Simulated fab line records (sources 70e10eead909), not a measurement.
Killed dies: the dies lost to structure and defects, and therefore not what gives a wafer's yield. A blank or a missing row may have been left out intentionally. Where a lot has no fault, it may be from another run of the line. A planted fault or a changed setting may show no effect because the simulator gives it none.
Which tool did it? + flow nand_harc + 36 wafers from 12 lots sampled at 5 of the route's 1302 steps

WHAT THE GAUGES SHOWED, per wafer
NHARC_P_CONTACT_INSPECT_14.
| lot  | measured     | on                | raw_defect_count |
|------|--------------|-------------------|------------------|
| L586 | day 6 08:16  | defect_inspect-02 | 4 4 9            |
| L589 | day 7 11:56  | defect_inspect-02 | 5 12 8           |
| L590 | day 7 22:03  | defect_inspect-02 | 5 3 2            |
| L592 | day 9 03:10  | defect_inspect-02 | 0 1 3            |
| L594 | day 9 21:11  | defect_inspect-01 | 2 6 2            |
| L596 | day 10 11:51 | defect_inspect-01 | 4 10 11          |
| L595 | day 10 12:14 | defect_inspect-02 | 7 5 6            |
| L601 | day 12 14:56 | defect_inspect-01 | 9 3 4            |
| L602 | day 13 01:59 | defect_inspect-01 | 9 11 9           |
| L603 | day 13 13:12 | defect_inspect-01 | 7 1 7            |
| L605 | day 13 23:57 | defect_inspect-02 | 3 4 7            |
| L608 | day 15 12:12 | defect_inspect-02 | 2 2 1            |

NHARC_P_CONTACT_CD_MEAS_19.
| lot  | measured     | on        | cd_nm (nm)     |
|------|--------------|-----------|----------------|
| L586 | day 6 09:12  | cd_sem-03 | 91.3 88.5 91.4 |
| L589 | day 7 12:52  | cd_sem-03 | 89.3 91.8 89.6 |
| L590 | day 7 22:59  | cd_sem-01 | 88.1 86.9 89.5 |
| L592 | day 9 04:05  | cd_sem-03 | 91.5 91.2 92.6 |
| L594 | day 9 22:07  | cd_sem-02 | 90.1 88.8 86.8 |
| L596 | day 10 12:46 | cd_sem-02 | 90.3 90.7 90.0 |
| L595 | day 10 13:10 | cd_sem-01 | 89.0 90.0 91.1 |
| L601 | day 12 15:52 | cd_sem-03 | 92.2 91.1 92.7 |
| L602 | day 13 02:55 | cd_sem-02 | 89.6 92.1 91.4 |
| L603 | day 13 14:08 | cd_sem-03 | 90.8 92.6 90.4 |
| L605 | day 14 01:01 | cd_sem-01 | 87.8 92.0 92.9 |
| L608 | day 15 13:11 | cd_sem-01 | 93.8 88.4 89.8 |

NHARC_P_M0_CD_MEAS_09: target cd 90 nm.
| lot  | measured     | on        | cd_nm (nm)     |
|------|--------------|-----------|----------------|
| L586 | day 6 12:19  | cd_sem-01 | 91.0 91.0 91.3 |
| L589 | day 7 15:51  | cd_sem-01 | 90.2 90.8 90.3 |
| L590 | day 8 02:11  | cd_sem-01 | 90.0 90.1 89.2 |
| L592 | day 9 07:12  | cd_sem-03 | 91.2 90.8 90.9 |
| L594 | day 10 01:13 | cd_sem-02 | 90.3 88.9 89.9 |
| L596 | day 10 16:02 | cd_sem-01 | 88.7 89.7 89.8 |
| L595 | day 10 16:17 | cd_sem-03 | 89.6 90.4 89.1 |
| L601 | day 12 18:52 | cd_sem-01 | 97.5 97.3 96.3 |
| L602 | day 13 05:53 | cd_sem-03 | 96.1 95.5 95.3 |
| L603 | day 13 17:07 | cd_sem-01 | 94.5 95.0 94.3 |
| L605 | day 14 04:10 | cd_sem-03 | 93.9 94.5 94.3 |
| L608 | day 15 16:10 | cd_sem-02 | 89.8 90.1 90.3 |

TOOL THAT RAN EACH LOT (tool first, then ch and the chambers of the sampled wafers, then the start)
| lot  | NHARC_P_CONTACT_ETCH_31                       | NHARC_P_M0_EXPOSE_06               |
|------|-----------------------------------------------|------------------------------------|
| L586 | rie_diel-02 ch 1,2, day 6 09:12 or earlier    | arfi_scanner-02 ch 0, day 6 12:11  |
| L589 | rie_diel-03 ch 2,3, day 7 12:52 or earlier    | arfi_scanner-02 ch 0, day 7 15:43  |
| L590 | rie_diel-03 ch 0,3, day 7 22:59 or earlier    | arfi_scanner-01 ch 0, day 8 02:03  |
| L592 | rie_diel-03 ch 0,1,3, day 9 04:05 or earlier  | arfi_scanner-01 ch 0, day 9 07:04  |
| L594 | rie_diel-02 ch 0,2, day 9 22:07 or earlier    | arfi_scanner-01 ch 0, day 10 01:05 |
| L596 | rie_diel-03 ch 0,2,3, day 10 12:46 or earlier | arfi_scanner-03 ch 0, day 10 15:53 |
| L595 | rie_diel-13 ch 1,2,3, day 10 13:10 or earlier | arfi_scanner-01 ch 0, day 10 16:09 |
| L601 | rie_diel-02 ch 1,2,3, day 12 15:52 or earlier | arfi_scanner-01 ch 0, day 12 18:43 |
| L602 | rie_diel-02 ch 2,3, day 13 02:55 or earlier   | arfi_scanner-01 ch 0, day 13 05:46 |
| L603 | rie_diel-02 ch 0,1,3, day 13 14:08 or earlier | arfi_scanner-01 ch 0, day 13 16:59 |
| L605 | rie_diel-13 ch 0,1,3, day 14 01:01 or earlier | arfi_scanner-01 ch 0, day 14 04:02 |
| L608 | rie_diel-03 ch 1,2,3, day 15 13:11 or earlier | arfi_scanner-02 ch 0, day 15 16:02 |
- NHARC_P_CONTACT_ETCH_31: etches the open film in CH3F/O2, target depth 30 nm, time 85.7 s.
- NHARC_P_M0_EXPOSE_06: exposes mask P M0, target cd 90 nm.

AS READ BY THE TOOLS THEMSELVES (means over the sampled wafers that have a number; for cases with no such wafer, the mark the record gives instead)
NHARC_P_CONTACT_ETCH_31.
| lot  | tool        | drypump_motor_current_A (A) | oes_product_au (a.u.) | rf_vpp_V (V) | showerhead_plenum_p_Torr (Torr) | throttle_valve_pct (%) |
|------|-------------|-----------------------------|-----------------------|--------------|---------------------------------|------------------------|
| L586 | rie_diel-02 | 5.6                         | 0.979                 | 243.5        | 2.36                            | 20.665                 |
| L589 | rie_diel-03 | 5.5                         | 0.970                 | 242.6        | 2.35                            | 20.658                 |
| L590 | rie_diel-03 | 6.0                         | 0.945                 | 243.8        | 2.37                            | 20.663                 |
| L592 | rie_diel-03 | 5.7                         | 0.977                 | 242.8        | 2.35                            | 20.662                 |
| L594 | rie_diel-02 | 5.5                         | 0.992                 | 245.0        | 2.50                            | 20.667                 |
| L596 | rie_diel-03 | 5.6                         | 0.975                 | 242.9        | 2.35                            | 20.657                 |
| L595 | rie_diel-13 | 6.1                         | 0.995                 | 243.6        | 2.44                            | 20.663                 |
| L601 | rie_diel-02 | 5.7                         | 0.978                 | 243.0        | 2.39                            | 20.663                 |
| L602 | rie_diel-02 | 5.5                         | 0.988                 | 244.4        | 2.45                            | 20.665                 |
| L603 | rie_diel-02 | 5.7                         | 0.980                 | 244.0        | 2.45                            | 20.666                 |
| L605 | rie_diel-13 | 6.0                         | 0.992                 | 244.3        | 2.48                            | 20.659                 |
| L608 | rie_diel-03 | 5.4                         | 0.988                 | 242.6        | 2.33                            | 20.662                 |

NHARC_P_M0_EXPOSE_06.
| lot  | tool            | exposure_dose_mJ_cm2 |
|------|-----------------|----------------------|
| L586 | arfi_scanner-02 | 81.09                |
| L589 | arfi_scanner-02 | 81.18                |
| L590 | arfi_scanner-01 | 81.32                |
| L592 | arfi_scanner-01 | 81.27                |
| L594 | arfi_scanner-01 | 81.19                |
| L596 | arfi_scanner-03 | 81.28                |
| L595 | arfi_scanner-01 | 81.18                |
| L601 | arfi_scanner-01 | 91.41                |
| L602 | arfi_scanner-01 | 89.30                |
| L603 | arfi_scanner-01 | 87.79                |
| L605 | arfi_scanner-01 | 86.49                |
| L608 | arfi_scanner-02 | 81.11                |

THE ANSWER, worked out from the rows above alone
Rule: usual is defined by the lots themselves. The widest of any qualifying gaps counts: lots, ordered by their means at a reading, are off when they make up no more than a third of the lots, leave a main group of 4 or more, and stand apart from it by 3 or more times the standard deviation of that group's means. The tables above print the reading to a certain number of digits; a main group whose means all agree to those digits is not used. A lot without any number at a reading at which 4 lots or more have one is off too. Any other lot the step has rows for is counted as sound. Order of review: gauges by route order, followed by the tools' own readings, for which a lot's mean as printed above is used. The first step at which some lot is off is used, and at that step the reading that is off furthest; a lot without a number counts as furthest.
Off: L601, L602, L603, L605 (NHARC_P_M0_CD_MEAS_09, cd_nm). For the main group the mean is 90.1 nm and the standard deviation 0.59.
A tool fits if, at a process step before that reading, it ran every lot that is off, and no sound lot after the first of them. Not tried: the gauges at NHARC_P_M0_CD_MEAS_09; whatever is off there is also off at NHARC_P_M0_EXPOSE_06, on other tools, and gauge error can't account for it. With no start given for some of its lots, NHARC_P_CONTACT_ETCH_31 uses the hours and lot order of NHARC_P_CONTACT_CD_MEAS_19. One fits: arfi_scanner-01 at NHARC_P_M0_EXPOSE_06. A fault onset in the window from L595 (day 10 16:09, its last sound lot) to L601 (day 12 18:43, its first lot off) fits.
On the lots that are off, the tool's own readings at NHARC_P_M0_EXPOSE_06 differ by more than 5 times the standard deviation of the sound lots' means, which bears it out; exposure_dose_mJ_cm2 reads 88.75 there versus 81.20 on the sound lots.

WHAT HAD BEEN PUT IN BY THE SIMULATOR
Process parameters drifting: arfi_scanner-01 at NHARC_P_M0_EXPOSE_06, beginning at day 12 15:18. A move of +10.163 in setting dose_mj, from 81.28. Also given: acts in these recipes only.
Struck lots among those shown: L601, L602, L603, L605. The rule given above showed the same thing.
